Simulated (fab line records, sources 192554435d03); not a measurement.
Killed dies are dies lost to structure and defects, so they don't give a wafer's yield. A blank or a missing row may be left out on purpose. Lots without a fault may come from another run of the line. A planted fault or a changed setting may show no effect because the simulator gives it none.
fab line records | flow n5_finfet
record lots=5 wafers=15 last_day=14
route steps=1938 shown BEOL_M4@1099 BEOL_M5@1112 BEOL_M13@1676 PASSIVATION@1936
lots that met no fault: from a run of the same line without faults
start_h: hours from the record's first day to the start of the lot's first wafer shown | wait_h: hours since the lot's step before | " the same as in the row above | L1.1+2: a row that stands for several wafers | - no value, or no start given | * or withheld: withheld | < > ~ a bound
route shown NAME@n: a module of which the file shows steps, and the number in the route of the first | usual: mean/standard deviation of fault-free wafers | same: alike in all rows | chamber/n: place in a boat | sites: the reading at each site | _std_site: their standard deviation | _edge_site: outer sites' mean less inner sites' | radius_mm: how far each site lies from the wafer's centre | mask NAME#n: copy n | behind: the tool/chamber that last shaped the wafer | hold: why the lot was held/for how many hours/how that ended | device: the transistor (n, p or np) that didn't switch | end of line: the same wafers' tests at the end of the route | a step without rows: its recipe alone | killed: dies lost to structure and defects at the first sort, not the wafer's yield | map: a wafer's dies, x killed, . not, _ none there
set.NAME: the setting as run; set.NAME@STEP: as run at that earlier step | model.NAME: the simulator's own value behind a step, which no gauge read
lots at some steps of the route; a table a step, a row a wafer
services: from which hour (start_h, from the record's first day; less than 0 if before it) a tool's chamber was out of use, for how many hours, and why
## steps
# step N5_BEOL_M4_ANNEAL_95
# recipe temp_c=400 time_s=240 ambient=vacuum
# step N5_BEOL_M4_SPUTTER_96
# recipe material=Cu target_thk_a=45 temp_c=-20 chamber_pressure_pa=0.07 power_w=withheld time_s=8.29
# step N5_BEOL_M4_ECD_50
# recipe material=Cu target_thk_a=3000
# step N5_BEOL_M4_ANNEAL_51
# recipe temp_c=225 time_s=90 ambient=N2
# step N5_BEOL_M4_CMP_52
# recipe stop_on=SiOC t_overpolish_s=6.8 down_force_psi=1 platen_rpm=50 clearing_platen_down_force_psi=1.5 clearing_platen_rpm=50 post_cmp_clean=cu_alkaline target_thk_nm=40 clearing_platen_pad_velocity_m_s=0.99484 pad_velocity_m_s=0.99484
# step N5_BEOL_M4_PRE_CLEAN_60
# recipe gas=NH3/H2 time_s=15 temp_c=* rf_power_w=300
# step N5_BEOL_M4_CO_CAP_55
# recipe material=Co target_thk_a=20 temp_c=200 precursor=CCTBA/H2 pressure_torr=30 time_s=102.1
# step N5_BEOL_M4_PRE_CLEAN_56
# recipe gas=NH3 time_s=15 temp_c=withheld rf_power_w=300
# step N5_BEOL_M4_DEP_57
# recipe material=SiCN target_thk_a=80 temp_c=withheld precursor=3MS/NH3 pressure_torr=3 rf_w=202 time_s=14
# step N5_BEOL_M4_RC_MEAS_101
# usual DIBL_N=36.4/1.5 DIBL_P=36.4/1.6 IOFF_N=0.164/0.025 IOFF_P=0.214/0.028 ION_N=675/9.9 ION_P=463/6.5 SS_N=71.5/0.5 SS_P=73.3/0.56 VT_N=249.2/2.7 VT_P=-250.1/2.8
# columns lot.wafer tool chamber start_h wait_h DIBL_N[mV/V] DIBL_P[mV/V] IOFF_N[nA/um] IOFF_P[nA/um] ION_N[uA/um] ION_P[uA/um] SS_N[mV/dec] SS_P[mV/dec] VT_N[mV] VT_P[mV]
L178.3 prober-01 0 178.24 0.3 39.6 37.6 0.187 0.249 669 464 71.7 74.6 250.1 -248.0
L178.5 " 0 " " 38.6 36.5 0.166 0.237 676 467 71.9 73.4 250.8 -250.0
L178.6 " 0 " " 36.4 34.3 0.138 0.211 672 469 71.2 73.3 254.0 -248.7
L182.1 prober-01 0 195.37 0.0 39.4 37.2 0.204 0.238 702 475 72.0 73.7 246.6 -247.6
L182.2 " 0 " " 37.3 35.1 0.166 0.205 679 461 71.6 73.0 250.2 -251.2
L182.3 " 0 " " 38.9 35.5 0.195 0.217 683 458 72.0 73.9 246.6 -249.3
L183.2 prober-01 0 205.09 0.2 36.7 37.9 0.170 0.231 676 466 72.4 73.5 250.0 -249.0
L183.5 " 0 " " 37.9 40.2 0.198 0.263 683 468 71.8 74.4 247.6 -246.9
L183.6 " 0 " " 37.3 39.3 0.174 0.245 674 458 72.2 74.0 248.1 -249.2
L185.1 prober-01 0 213.64 0.0 35.2 37.3 0.144 0.237 664 468 71.5 73.5 250.2 -246.9
L185.4 " 0 " " 36.0 38.1 0.162 0.242 670 468 71.5 73.6 249.0 -245.3
L185.5 " 0 " " 34.1 35.8 0.127 0.208 657 460 71.7 73.1 253.1 -248.0
L191.4 prober-01 0 243.79 0.5 36.9 38.0 0.184 0.230 669 464 72.2 73.2 248.4 -245.9
L191.5 " 0 " " 37.1 39.4 0.187 0.242 674 466 72.0 73.8 249.5 -247.6
L191.6 " 0 " " 37.3 39.1 0.190 0.245 682 467 71.6 73.5 248.4 -248.2
# step N5_BEOL_M5_ILD_DEP_00
# recipe material=SiCOH_lowk target_thk_a=1406.4 temp_c=300 precursor=DEMS/porogen pressure_torr=5 rf_w=500 time_s=25.9
# step N5_BEOL_M5_CURE_79
# recipe temp_c=385 time_s=240 ambient=He/Ar material=SiCOH_lowk
# step N5_BEOL_M5_PECVD_70
# recipe material=SiO2 target_thk_a=160 temp_c=400 precursor=TEOS/O2 pressure_torr=5.5 rf_w=450 teos_flow_sccm=53.8 gas=O2 flow_sccm=3000 time_s=18
# step N5_BEOL_M5_HM_DEP_02
# recipe material=TiN target_thk_a=200 temp_c=25 chamber_pressure_pa=0.49996
# step N5_BEOL_M5_COAT_59
# recipe resist=SOC temp_c=250 time_s=60 spin_rpm=1500 resist_thk_nm=60
# step N5_BEOL_M5_COAT_60
# recipe resist=SiARC temp_c=220 time_s=60 spin_rpm=1500 resist_thk_nm=12
# step N5_BEOL_M5_COAT_71
# recipe resist=underlayer temp_c=205 time_s=60 spin_rpm=1500 resist_thk_nm=5
# step N5_BEOL_M5_COAT_05
# recipe resist=CAR-EUV spin_rpm=1500 resist_thk_nm=30
# step N5_BEOL_M5_EBR_07
# recipe solvent=PGMEA ebr_width_mm=1.5
# step N5_BEOL_M5_SOFTBAKE_06
# recipe temp_c=110 time_s=60 resist=CAR-EUV
# step N5_BEOL_M5_EXPOSE_08
# recipe mask_id=M5 na=0.33 source_shape=annular sigma_inner=0.4 sigma_outer=0.8 polarization=unpolarized target_cd_nm=28 dose_mj=35.75
# step N5_BEOL_M5_PEB_09
# recipe peb_temp_c=100 peb_time_s=60 resist=CAR-EUV
# step N5_BEOL_M5_DEVELOP_10
# recipe develop_time_s=30 developer=TMAH resist=CAR-EUV rinse_liquid=surfactant_rinse dry=air_spin dev_temp_c=23
# step N5_BEOL_M5_DESCUM_16
# recipe chemistry=O2 time_s=7 source_power_w=50 bias_power_w=20 pressure_mtorr=20 rf_frequency_hz=2.712e+07 temp_c=40 resist=CAR-EUV o2_flow_sccm=225
# step N5_BEOL_M5_ETCH_72
# recipe chemistry=N2/H2 target=underlayer target_depth_a=65 mask_material=CAR-EUV time_s=5.2 ion_energy_ev=200 pressure_mtorr=30 source_w=840 bias_w=150 n2_flow_sccm=200 h2_flow_sccm=200 ends=cleared
# step N5_BEOL_M5_ETCH_61
# recipe chemistry=CF4 target=SiARC target_depth_a=156 mask_material=CAR-EUV time_s=26 ion_energy_ev=80 pressure_mtorr=40 source_w=545 bias_w=36 Ar_flow_sccm=100 cf4_flow_sccm=100 ends=cleared
# step N5_BEOL_M5_ETCH_62
# recipe chemistry=N2/H2 target=SOC target_depth_a=750 overetch_a=150 mask_material=SiARC temp_c=40 time_s=112.5 ion_energy_ev=200 pressure_mtorr=30 source_w=840 bias_w=150 n2_flow_sccm=200 h2_flow_sccm=200
# step N5_BEOL_M5_STRIP_63
# recipe chemistry=N2/H2 temp_c=40 n2_flow_sccm=200 h2_flow_sccm=200 rf_frequency_hz=6e+07
# step N5_BEOL_M5_STRIP_73
# recipe chemistry=N2/H2 temp_c=40 n2_flow_sccm=200 h2_flow_sccm=200 rf_frequency_hz=6e+07
# step N5_BEOL_M5_STRIP_64
# recipe chemistry=CF4 resist=SiARC power_w=300 bias_power_w=75 pressure_mtorr=50 cf4_flow_sccm=150 rf_frequency_hz=6e+07
# step N5_BEOL_M5_HM_OPEN_17
# recipe chemistry=Cl2/BCl3 target_depth_a=200 overetch_a=60 target=TiN mask_material=SOC ion_energy_ev=150 pressure_mtorr=10 icp_w=1000 bias_w=126 Cl2_flow_sccm=53.25 bcl3_flow_sccm=21.75 Ar_flow_sccm=25
# step N5_BEOL_M5_STRIP_19
# recipe chemistry=O2 power_w=400 temp_c=40 pressure_mtorr=30 rf_frequency_hz=6e+07 bias_power_w=0 overash_fraction=0.2 o2_flow_sccm=225
# step N5_BEOL_M5_COAT_65
# recipe resist=SOC temp_c=250 time_s=60 spin_rpm=1500 resist_thk_nm=60
# step N5_BEOL_M5_COAT_66
# recipe resist=SiARC temp_c=220 time_s=60 spin_rpm=1500 resist_thk_nm=12
# step N5_BEOL_M13_STRIP_64
# recipe chemistry=N2/H2 power_w=1000 temp_c=250 h2_frac=0.65 overash_fraction=0.3 pressure_mtorr=withheld n2_flow_sccm=1750 h2_flow_sccm=3250
# usual drypump_motor_current_A=5.89/0.18 h2_flow_sccm=3250/8.8 heater_power_w=312/23 oes_product_au=0.715/0.0048 strip_time_to_endpoint_s=31.32/0.063 temp_c=250.01/0.19
# columns lot.wafer tool chamber start_h wait_h drypump_motor_current_A h2_flow_sccm heater_power_w oes_product_au strip_time_to_endpoint_s temp_c model.BARC_of_BEOL_M13_COAT_58.thk_nm
L178.3 plasma_asher-02 0 246.44 0.0 6.09 3253 323 0.718 31.28 249.88 0
L178.5 " 1 " " 5.91 3235 279 0.715 31.37 249.85 0
L178.6 " 0 " " 6.13 3259 323 0.718 31.36 249.73 0
L182.1 plasma_asher-02 0 261.69 0.0 - - - - - - 88.8
L182.2 " 1 " " - - - - - - 88.6
L182.3 " 1 " " - - - - - - 89
L183.2 plasma_asher-01 0 269.47 0.0 - - - - - - 89.4
L183.5 " 1 " " - - - - - - 88.8
L183.6 " 0 " " - - - - - - 89.2
L185.1 plasma_asher-01 1 277.77 0.0 - - - - - - 89.2
L185.4 " 0 " " - - - - - - 89.2
L185.5 " 1 " " - - - - - - 89.2
L191.4 plasma_asher-01 1 311.03 0.0 5.98 3254 309 0.713 31.36 250.05 0
L191.5 " 0 " " 5.61 3229 332 0.713 31.29 249.72 0
L191.6 " 1 " " 5.99 3244 302 0.716 31.28 249.88 0
# step N5_BEOL_M13_ETCH_38
# recipe chemistry=CF4/N2 target=SiCN target_depth_a=675 taper_deg=2 time_s=71.9 ion_energy_ev=150 mask_material=SiO2 pressure_mtorr=40 source_w=430 bias_w=70 Ar_flow_sccm=100 cf4_flow_sccm=60 n2_flow_sccm=60
# usual drypump_motor_current_A=5.5/0.52 oes_product_au=0.78/0.082 rf_vpp_V=382.1/1.8 showerhead_plenum_p_Torr=2.21/0.066 throttle_valve_pct=15.46/0.26
# columns lot.wafer tool chamber start_h wait_h drypump_motor_current_A oes_product_au rf_hours_counter_h rf_vpp_V showerhead_plenum_p_Torr throttle_valve_pct model.BARC_of_BEOL_M13_COAT_58.thk_nm
L178.3 rie_diel-05 0 247.97 - 5.3 0.75 180 380.4 2.20 15.32 0
L178.5 " 0 " " 5.3 0.74 - 382.2 2.20 15.32 0
L178.6 " 1 " " 5.6 0.93 - 386.1 2.34 15.40 0
L182.1 rie_diel-03 3 263.19 - 5.1 0.82 112 382.6 2.22 15.35 31.2
L182.2 " 2 " " 4.8 0.89 22 380.3 2.16 14.92 32
L182.3 " 1 " " 5.1 0.68 229 383.3 2.27 15.59 33.8
L183.2 rie_diel-06 2 271.71 - 5.7 0.71 169 380.0 2.12 15.85 33.6
L183.5 " 2 " " 5.7 0.71 - 379.8 2.12 15.84 32.8
L183.6 " 1 " " 5.3 0.83 - 381.2 2.24 15.53 31.8
L185.1 rie_diel-05 3 287.39 - 5.4 0.73 204 385.6 2.28 15.52 32.2
L185.4 " 0 " " 5.3 0.73 - 381.7 2.20 15.33 32.2
L185.5 " 3 " " 5.4 0.72 - 382.8 2.28 15.52 32.4
L191.4 rie_diel-05 1 314.20 - 5.6 0.88 35 386.0 2.33 15.44 0
L191.5 " 0 " " 5.3 0.72 - 382.1 2.19 15.37 0
L191.6 " 3 " " 5.4 0.71 - 384.4 2.28 15.54 0
# step N5_PASSIVATION_PROBE_49
# usual defect_limited_yield=91.1/1.4 killed_at_M0_to_M3=35/8.7 killed_at_M4_up=14/5.3 killed_at_contacts=12/6.2 killed_at_front_end=41/12 killed_at_other=3.4/2.6 killed_dies=105/16 killed_on_rim=14/3.8 killed_open=67/13 killed_short=36/7.3 sort_bin_5_function=5.2/0.96 sort_bin_6_memory=3.3/0.6 sort_n_pass=1075/16 sort_yield_pct=91.1/1.4
# same gross_dies=1180 killed_at_back_side=0 sort_bin_4_leakage[%]=0 sort_bin_8_speed[%]=0
# columns lot.wafer tool chamber start_h wait_h defect_limited_yield[%] killed_at_M0_to_M3 killed_at_M4_up killed_at_contacts killed_at_front_end killed_at_other killed_dies killed_on_rim killed_open killed_short sort_bin_5_function[%] sort_bin_6_memory[%] sort_n_pass sort_yield_pct[%]
L182.1 prober-01 - 290.52 0.2 48.5 42 504 9 52 1 608 52 77 32 47.2 3.8 572 48.5
L182.2 prober-01 - 290.57 0.3 45.1 49 526 10 63 0 648 110 84 47 50.7 3.6 532 45.1
L182.3 prober-01 - 290.62 0.3 41.3 40 585 13 55 0 693 131 64 48 54.9 3.5 487 41.3
L183.2 prober-01 - 305.19 0.1 43.0 29 564 19 57 4 673 24 83 37 52.5 4.3 507 43.0
L183.5 prober-01 - 305.34 0.2 45.3 31 550 6 58 1 646 33 78 31 51.7 3.0 534 45.3
L183.6 prober-01 - 305.39 0.3 46.8 28 533 3 62 2 628 24 85 24 49.8 3.1 552 46.8
L185.1 prober-01 - 318.63 0.0 46.4 23 550 10 46 3 632 133 62 30 50.7 2.5 548 46.4
L185.4 prober-01 - 318.78 0.2 44.8 28 559 6 55 3 651 53 65 38 51.2 3.6 529 44.8
L185.5 prober-01 - 318.83 0.2 43.7 33 566 14 45 6 664 113 77 36 52.4 3.6 516 43.7
# killed by level:class
L182.1 BEOL_M13:area_sputter=496 FIN_SAQP:geometric_particle:open=19 BEOL_M1:geometric_particle:open=11 BEOL_M0_SAQP:geometric_particle:open=10 FIN_SAQP:geometric_particle:short=8 MOL_CONTACT_COAG:geometric_particle:open=8 DUMMY_GATE:geometric_particle:open=7 BEOL_M0_SAQP:geometric_particle:short=6
L182.2 BEOL_M13:area_sputter=515 FIN_SAQP:geometric_particle:open=31 BEOL_M0_SAQP:geometric_particle:short=18 BEOL_M0_SAQP:geometric_particle:open=16 FIN_SAQP:geometric_particle:short=13 MOL_CONTACT_COAG:geometric_particle:open=8 BEOL_M2:geometric_particle:open=6 BEOL_M1:geometric_particle:open=4
L182.3 BEOL_M13:area_sputter=580 FIN_SAQP:geometric_particle:open=21 FIN_SAQP:geometric_particle:short=11 MOL_CONTACT_COAG:geometric_particle:open=11 BEOL_M0_SAQP:geometric_particle:short=9 GATE_CUT:geometric_particle:short=8 BEOL_M2:geometric_particle:short=8 BEOL_M3:geometric_particle:open=7
L183.2 BEOL_M13:area_sputter=550 FIN_SAQP:geometric_particle:open=29 MOL_CONTACT_COAG:geometric_particle:open=17 BEOL_M0_SAQP:geometric_particle:open=11 BEOL_M0_SAQP:geometric_particle:short=7 FIN_SAQP:geometric_particle:short=6 GATE_CUT:geometric_particle:short=6 STI_FIN_REVEAL:geometric_particle:open=5
L183.5 BEOL_M13:area_sputter=535 FIN_SAQP:geometric_particle:open=19 STI_FIN_REVEAL:geometric_particle:open=11 BEOL_M0_SAQP:geometric_particle:open=10 BEOL_M0_SAQP:geometric_particle:short=7 BEOL_M4:geometric_particle:open=7 FIN_SAQP:geometric_particle:short=6 DUMMY_GATE:geometric_particle:open=6
L183.6 BEOL_M13:area_sputter=518 STI_FIN_REVEAL:geometric_particle:open=17 FIN_SAQP:geometric_particle:open=12 BEOL_M3:geometric_particle:open=9 BEOL_M1:geometric_particle:open=8 GATE_CUT:geometric_particle:open=7 DUMMY_GATE:geometric_particle:open=6 BEOL_M2:geometric_particle:open=6
L185.1 BEOL_M13:area_sputter=536 FIN_SAQP:geometric_particle:short=14 FIN_SAQP:geometric_particle:open=8 DUMMY_GATE:geometric_particle:open=8 BEOL_M0_SAQP:geometric_particle:open=8 MOL_CONTACT_COAG:geometric_particle:open=7 BEOL_M0_SAQP:geometric_particle:short=5 STARTING-WAFER:geometric_particle:open=5
L185.4 BEOL_M13:area_sputter=545 FIN_SAQP:geometric_particle:open=19 FIN_SAQP:geometric_particle:short=11 BEOL_M1:geometric_particle:short=7 STI_FIN_REVEAL:geometric_particle:open=6 MOL_CONTACT_COAG:geometric_particle:open=6 BEOL_M1:geometric_particle:open=4 BEOL_M2:geometric_particle:open=4
L185.5 BEOL_M13:area_sputter=548 STI_FIN_REVEAL:geometric_particle:open=12 MOL_CONTACT_COAG:geometric_particle:open=10 BEOL_M2:geometric_particle:open=9 FIN_SAQP:geometric_particle:short=7 FIN_SAQP:geometric_particle:open=7 BEOL_M3:geometric_particle:open=7 BEOL_M3:geometric_particle:short=6
# map L182.3 (x killed, . not)
_________________xxxxxxxxxxxx________________
______________xxxxxxxxxxxxxxxxxx_____________
___________xxx.xxxxxxxxxxxxxxxxxxxx__________
__________xxxxxxxxxxxxxx.xxxxxxxxxxx_________
________xxxx..xxx.xx..xxxxxxxxxxxxxxxx_______
_______xxxxxxxxxxxxxxxxxxxxx.xxxxxxxxxx______
______xx.xxxxxxxxxx.....xxx.x.xxxxxxxxxx_____
_____xxxx.xxxx.xx.xx.xxxxx..xxxxxxxxxxxxx____
____xxxxxxxx...xx..xxxx.xx.xx.xxxxxx.xxxxx___
___.xxxx.xx.xx..xxxx.x.xxxxxxx.xx.xxxxxxxxx__
___xxxx..x.xx.xx...xx...xxxx.x.x.xxxxxxxxxx__
__xxx.xx.........x.x...xx..xx..xx.xxxxxxxxxx_
__xx.xxx...x..x.x...x...x.xxx.xx..x..xxxxxxx_
_xxxx.x..xx...x......xx..x....xxxxxx.xx.xxxxx
_xxx..x.x....xxx..x........xxx..x.xx.xx..xxxx
_xxxxxx.x.x........xx..x..xxxxx.xxxxxxxxxxxxx
_xx...xxx.....x......x....x.xx....xxxxxxxxxxx
_x..x.x.x.........x.......x....x..xxxx.xxxxxx
_xx..x.x.x...xx.xx.x...........xx..xxx.x.xxxx
_xxxxx.x.....x....x.........x..x...x.x.xxxxxx
_.....x..x..............x......xx..xxxxxxx.x.
__xxx.xxxx.....x...x........x....xx....xxxxx_
__xxxxx.x...x....x.x..x..x......x.x..x.xxxxx_
___.xx.xxxx....x.....................xx.xxx__
___.xxxxx.xx.xxx.....x.x.x.x.x.xxxx.xxxxxx.__
____x.xxxxxxx...x.....x...xx....x.x.xxxxxx___
_____xx.x.x.x.x..x..xx.x....x..x.xx.xxxxx____
______xxx.x.xx.x....xxx......xx..xxxxxxx_____
_______xxxx.x.xxx..........xxxxx.xxxxxx______
________x.x.........x......xx..xxxxxxx_______
__________xx.x...x..x..x..xxxxxxx..x_________
___________x...xxx......xx..xxxx.xx__________
______________xxx..x.xx..xx.xx.x_____________
_________________x.xxx..xxx.x________________
# map L183.2 (x killed, . not)
_________________..x..x......________________
______________....x..x.x...x...._____________
___________x.....x..xx....x........__________
__________....xx...x..xxxx.xx.x....._________
________..........x.x.x..xx...x..xx..._______
_______.......x..xx..xxx.xx....xxxx..x.______
______.......xxx.xx.xx.x..xx.xx.x.xxxxxx_____
_____.....x.x.x.x........x.x.x..xx.......____
____....x....x.xx.xxxxxxxxxxxxx..x.x.x....___
___x......xxxxxxx.xx.xxxxxxxxxxxxx..xx...x.__
___....xxxxxxx.xxxx.xxxxxxx.xx.xxxx.xxx....__
__...xx.x.xxxxxxxxxxxxxxxxxx.xx.xxxx..xx..x._
__.x..xxxx.xxxxxxxxxxxxxxxxxxx.xx.xx..x.x..._
_.......xxxxxxxx.xxxxxxxxxx.xxxxxxxxx...x....
_....x...xx...xxxxxxxxxxxxxxxxxxx.xxxx..x....
_...xx.xxx.xx.xxxxxxxxxxxxxxxxxxx.xxxxxxxx.x.
_....x..xx.xxxxxxxxxxxxxxxxxxxxxxxxx.xxx....x
_...x..x.xxxxxxxxxx.xxxx.xxxxxxxxxx.xx...x..x
_...x.xxxxxxxxxxxxxxxxxxxxxxxxxxxxxxxxxxx.x..
_....x...xxxxxxxxxxxxxxxxxxxxxxxxx..x.xx...x.
_.....xxxx.xx.xxxxxxxxxxxxxxxxx.xxxxxxx.xx..x
__.xx..x...xx..xxxxxxxxxxxxx.xxx.xxxx....x.x_
__x.x...x.x..xx.x.x.xxxxx..xxxxxxx..x.x....._
___...xx.xx.xxxxxxxxxxx.xxxxxxxxxx...xxx..x__
___x.xxx..x.x..x.xxxxxxxxx.xxxxxxxx...x....__
____.x..x..xxx.xx.xxxx.xxxxxxxxx.xxxx...x.___
_____...x.xx...x.xx.xxxxxxx.xx...x.x.....____
______..x.xxxx.x.x.xxxx.xxxx.xxxx..xx..._____
_______......xx..x....xxx..xxxxxxxxxx..______
________...x.x..xxxxxx..x....x..xxx..._______
__________...x..x....xxx.xxxx....x.._________
___________....x.x..x.x.x.x.x....x.__________
______________...............xx._____________
_________________...x.x...x..________________
## services
# columns tool chamber start_h hours kind
rie_diel-05 3 240.96 8.6 repair
rie_diel-05 2 283.44 5.7 repair
rie_diel-03 1 291.24 4.8 repair
rie_diel-03 - 296.14 0.2 repair
rie_diel-06 - 307.82 0.2 repair
## key
first_sign step=N5_BEOL_M13_STRIP_64 reading=tool_record direction=missing
effect step=N5_PASSIVATION_PROBE_49 reading=killed_at_M4_up direction=up sigmas=99+ usual=14 struck=549
model_effect step=N5_BEOL_M13_STRIP_64 value=BARC_of_BEOL_M13_COAT_58.thk_nm without=0 struck=89.04
model_effect step=N5_BEOL_M13_ETCH_38 value=BARC_of_BEOL_M13_COAT_58.thk_nm without=0 struck=32.44
more_kills_born_at N5_BEOL_M13_SPUTTER_43@pvd_sputter-02=3220 N5_BEOL_M13_SPUTTER_43@pvd_sputter-03=1603
met_at N5_BEOL_M13_STRIP_64
struck_wafers L182.1,L182.2,L182.3,L183.2,L183.5,L183.6,L185.1,L185.4,L185.5
onset_between 246.44 261.69
fault kind=skipped_step_whole tool=plasma_asher-01,plasma_asher-02 chamber=- onset_h=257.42 steps=N5_BEOL_M13_STRIP_64 scope=struck_lots_only
